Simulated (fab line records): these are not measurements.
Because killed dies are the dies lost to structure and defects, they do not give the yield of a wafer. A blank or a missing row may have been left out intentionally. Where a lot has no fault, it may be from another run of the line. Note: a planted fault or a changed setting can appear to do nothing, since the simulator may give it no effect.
Which tool was responsible? / flow nand_harc / 14 lots, 42 wafers sampled, at 3 steps of a route of 1302

## WHAT EACH GAUGE READ, for each wafer
NHARC_A_ONON_D1_THK_MEAS_30: measures by ellipsometry.
lot=L819; measured=day 10 00:05; on=film_metro-01; thk_nm (nm)=1005 1005 1003
lot=L820; measured=day 10 18:19; on=film_metro-01; thk_nm (nm)=998 997 998
lot=L821; measured=day 10 18:37; on=film_metro-02; thk_nm (nm)=977 977 975
lot=L823; measured=day 11 22:06; on=film_metro-01; thk_nm (nm)=1008 1007 1008
lot=L824; measured=day 12 05:37; on=film_metro-01; thk_nm (nm)=1010 1010 1010
lot=L825; measured=day 12 20:17; on=film_metro-02; thk_nm (nm)=991 992 993
lot=L827; measured=day 13 10:38; on=film_metro-01; thk_nm (nm)=1001 1003 1002
lot=L831; measured=day 15 02:56; on=film_metro-02; thk_nm (nm)=1006 1006 1006
lot=L832; measured=day 15 11:51; on=film_metro-01; thk_nm (nm)=1050 1051 1051
lot=L834; measured=day 16 07:48; on=film_metro-01; thk_nm (nm)=1066 1066 1067
lot=L836; measured=day 16 21:37; on=film_metro-01; thk_nm (nm)=1003 1002 1004
lot=L835; measured=day 17 01:29; on=film_metro-01; thk_nm (nm)=993 993 995
lot=L837; measured=day 17 12:44; on=film_metro-02; thk_nm (nm)=989 989 989
lot=L838; measured=day 18 04:40; on=film_metro-01; thk_nm (nm)=991 991 992

## TOOL THAT RAN EACH LOT (tool first, then ch and the chambers of the sampled wafers, then the start)
lot=L819; NHARC_P_BONDPAD_ETCH_24=rie_diel-12 ch 1,2, day 9 23:38 or earlier; NHARC_A_ONON_D1_DEP_28=pecvd_onon-04 ch 0, day 9 23:38
lot=L820; NHARC_P_BONDPAD_ETCH_24=rie_diel-05 ch 2,3, day 8 23:44; NHARC_A_ONON_D1_DEP_28=pecvd_onon-04 ch 0, day 10 17:52
lot=L821; NHARC_P_BONDPAD_ETCH_24=rie_diel-05 ch 0,2,3, day 9 04:15; NHARC_A_ONON_D1_DEP_28=pecvd_onon-02 ch 0, day 10 18:14
lot=L823; NHARC_P_BONDPAD_ETCH_24=rie_diel-05 ch 0,3, day 11 21:39 or earlier; NHARC_A_ONON_D1_DEP_28=pecvd_onon-03 ch 0, day 11 21:39
lot=L824; NHARC_P_BONDPAD_ETCH_24=rie_diel-12 ch 0,2,3, day 12 05:06 or earlier; NHARC_A_ONON_D1_DEP_28=pecvd_onon-03 ch 0, day 12 05:06
lot=L825; NHARC_P_BONDPAD_ETCH_24=rie_diel-12 ch 0,2,3, day 12 19:56 or earlier; NHARC_A_ONON_D1_DEP_28=pecvd_onon-03 ch 0, day 12 19:56
lot=L827; NHARC_P_BONDPAD_ETCH_24=rie_diel-05 ch 0,3, day 13 10:11 or earlier; NHARC_A_ONON_D1_DEP_28=pecvd_onon-02 ch 0, day 13 10:11
lot=L831; NHARC_P_BONDPAD_ETCH_24=rie_diel-12 ch 2,3, day 15 02:26 or earlier; NHARC_A_ONON_D1_DEP_28=pecvd_onon-03 ch 0, day 15 02:26
lot=L832; NHARC_P_BONDPAD_ETCH_24=rie_diel-08 ch 0,2, day 15 11:24 or earlier; NHARC_A_ONON_D1_DEP_28=pecvd_onon-03 ch 0, day 15 11:24
lot=L834; NHARC_P_BONDPAD_ETCH_24=rie_diel-05 ch 1,2,3, day 16 07:21 or earlier; NHARC_A_ONON_D1_DEP_28=pecvd_onon-03 ch 0, day 16 07:21
lot=L836; NHARC_P_BONDPAD_ETCH_24=rie_diel-08 ch 0,2, day 16 21:07 or earlier; NHARC_A_ONON_D1_DEP_28=pecvd_onon-04 ch 0, day 16 21:07
lot=L835; NHARC_P_BONDPAD_ETCH_24=rie_diel-12 ch 0,1,2, day 17 00:58 or earlier; NHARC_A_ONON_D1_DEP_28=pecvd_onon-02 ch 0, day 17 00:58
lot=L837; NHARC_P_BONDPAD_ETCH_24=rie_diel-05 ch 1,2,3, day 17 12:13 or earlier; NHARC_A_ONON_D1_DEP_28=pecvd_onon-04 ch 0, day 17 12:13
lot=L838; NHARC_P_BONDPAD_ETCH_24=rie_diel-05 ch 0,3, day 18 04:13 or earlier; NHARC_A_ONON_D1_DEP_28=pecvd_onon-02 ch 0, day 18 04:13
- NHARC_P_BONDPAD_ETCH_24: etches the open film in CF4/N2, target depth 30 nm, time 72.99 s.
- NHARC_A_ONON_D1_DEP_28: target thk 1000 nm.

## AS READ BY THE TOOLS THEMSELVES (means over the sampled wafers that have a number; for cases with no such wafer, the mark the record gives instead)
NHARC_P_BONDPAD_ETCH_24.
lot=L819; tool=rie_diel-12; drypump_motor_current_A (A)=5.7; mfc_ar_sccm (sccm)=149.7; oes_product_au (a.u.)=1.000; rf_vpp_V (V)=314.8; showerhead_plenum_p_Torr (Torr)=2.64; throttle_valve_pct (%)=19.799
lot=L820; tool=rie_diel-05; drypump_motor_current_A (A)=5.7; mfc_ar_sccm (sccm)=149.9; oes_product_au (a.u.)=1.007; rf_vpp_V (V)=316.6; showerhead_plenum_p_Torr (Torr)=2.81; throttle_valve_pct (%)=19.792
lot=L821; tool=rie_diel-05; drypump_motor_current_A (A)=5.8; mfc_ar_sccm (sccm)=150.2; oes_product_au (a.u.)=0.998; rf_vpp_V (V)=315.5; showerhead_plenum_p_Torr (Torr)=2.71; throttle_valve_pct (%)=19.798
lot=L823; tool=rie_diel-05; drypump_motor_current_A (A)=5.9; mfc_ar_sccm (sccm)=150.0; oes_product_au (a.u.)=0.987; rf_vpp_V (V)=314.5; showerhead_plenum_p_Torr (Torr)=2.61; throttle_valve_pct (%)=19.790
lot=L824; tool=rie_diel-12; drypump_motor_current_A (A)=5.1; mfc_ar_sccm (sccm)=149.9; oes_product_au (a.u.)=0.989; rf_vpp_V (V)=315.3; showerhead_plenum_p_Torr (Torr)=2.69; throttle_valve_pct (%)=19.797
lot=L825; tool=rie_diel-12; drypump_motor_current_A (A)=5.1; mfc_ar_sccm (sccm)=150.1; oes_product_au (a.u.)=0.991; rf_vpp_V (V)=315.7; showerhead_plenum_p_Torr (Torr)=2.69; throttle_valve_pct (%)=19.788
lot=L827; tool=rie_diel-05; drypump_motor_current_A (A)=5.9; mfc_ar_sccm (sccm)=150.4; oes_product_au (a.u.)=0.998; rf_vpp_V (V)=313.6; showerhead_plenum_p_Torr (Torr)=2.61; throttle_valve_pct (%)=19.790
lot=L831; tool=rie_diel-12; drypump_motor_current_A (A)=5.0; mfc_ar_sccm (sccm)=150.0; oes_product_au (a.u.)=1.008; rf_vpp_V (V)=315.0; showerhead_plenum_p_Torr (Torr)=2.68; throttle_valve_pct (%)=19.788
lot=L832; tool=rie_diel-08; drypump_motor_current_A (A)=5.4; mfc_ar_sccm (sccm)=150.1; oes_product_au (a.u.)=1.008; rf_vpp_V (V)=312.9; showerhead_plenum_p_Torr (Torr)=2.54; throttle_valve_pct (%)=19.789
lot=L834; tool=rie_diel-05; drypump_motor_current_A (A)=5.8; mfc_ar_sccm (sccm)=150.1; oes_product_au (a.u.)=1.001; rf_vpp_V (V)=316.5; showerhead_plenum_p_Torr (Torr)=2.76; throttle_valve_pct (%)=19.793
lot=L836; tool=rie_diel-08; drypump_motor_current_A (A)=5.5; mfc_ar_sccm (sccm)=149.8; oes_product_au (a.u.)=1.011; rf_vpp_V (V)=313.9; showerhead_plenum_p_Torr (Torr)=2.54; throttle_valve_pct (%)=19.788
lot=L835; tool=rie_diel-12; drypump_motor_current_A (A)=5.4; mfc_ar_sccm (sccm)=150.1; oes_product_au (a.u.)=0.997; rf_vpp_V (V)=314.8; showerhead_plenum_p_Torr (Torr)=2.67; throttle_valve_pct (%)=19.798
lot=L837; tool=rie_diel-05; drypump_motor_current_A (A)=5.8; mfc_ar_sccm (sccm)=149.4; oes_product_au (a.u.)=1.005; rf_vpp_V (V)=316.1; showerhead_plenum_p_Torr (Torr)=2.76; throttle_valve_pct (%)=19.795
lot=L838; tool=rie_diel-05; drypump_motor_current_A (A)=5.8; mfc_ar_sccm (sccm)=150.1; oes_product_au (a.u.)=1.002; rf_vpp_V (V)=313.7; showerhead_plenum_p_Torr (Torr)=2.61; throttle_valve_pct (%)=19.787

## THE ANSWER, worked out from the rows above alone
Rule: the usual values come from the lots themselves. Put in order of their means at a reading, lots are off if they are a third of the lots or fewer, leave a main group of 4 or more, and stand apart from it by a gap of 3 or more times the standard deviation of the main group's means; of several such gaps the widest counts. A main group whose means are all the same, to the digits that the tables above print for the reading, isn't used. Also off: a lot with no number at a reading for which 4 or more lots have one. Where the step has rows for the other lots, those lots are counted as sound. After the gauges, taken in route order, come the tools' own readings; for these a lot's mean is taken, as printed above. The first step at which some lot is off is used, and at that step the reading that is off furthest; a lot without a number counts as furthest.
Off: L832, L834, at NHARC_A_ONON_D1_THK_MEAS_30 (thk_nm). The main group has a mean of 998 nm with a standard deviation of 9.3.
A tool fits if, at a process step before that reading, it ran every lot that is off, and no sound lot after the first of them. Gauges at NHARC_A_ONON_D1_THK_MEAS_30: tried the same way as those tools. With no start given for some of its lots, NHARC_P_BONDPAD_ETCH_24 uses the hours and lot order of NHARC_A_ONON_D1_DEP_28. One fits: NHARC_A_ONON_D1_DEP_28 on pecvd_onon-03. Its last sound lot is L831 (day 15 02:26), its first lot that is off L832 (day 15 11:24): a fault that began between those two fits.

## WHAT THE SIMULATOR PUT IN
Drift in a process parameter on pecvd_onon-03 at NHARC_A_ONON_D1_DEP_28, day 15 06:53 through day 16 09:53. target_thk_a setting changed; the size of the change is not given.
Struck lots among those shown: L832, L834. This agrees with what the rule above found.
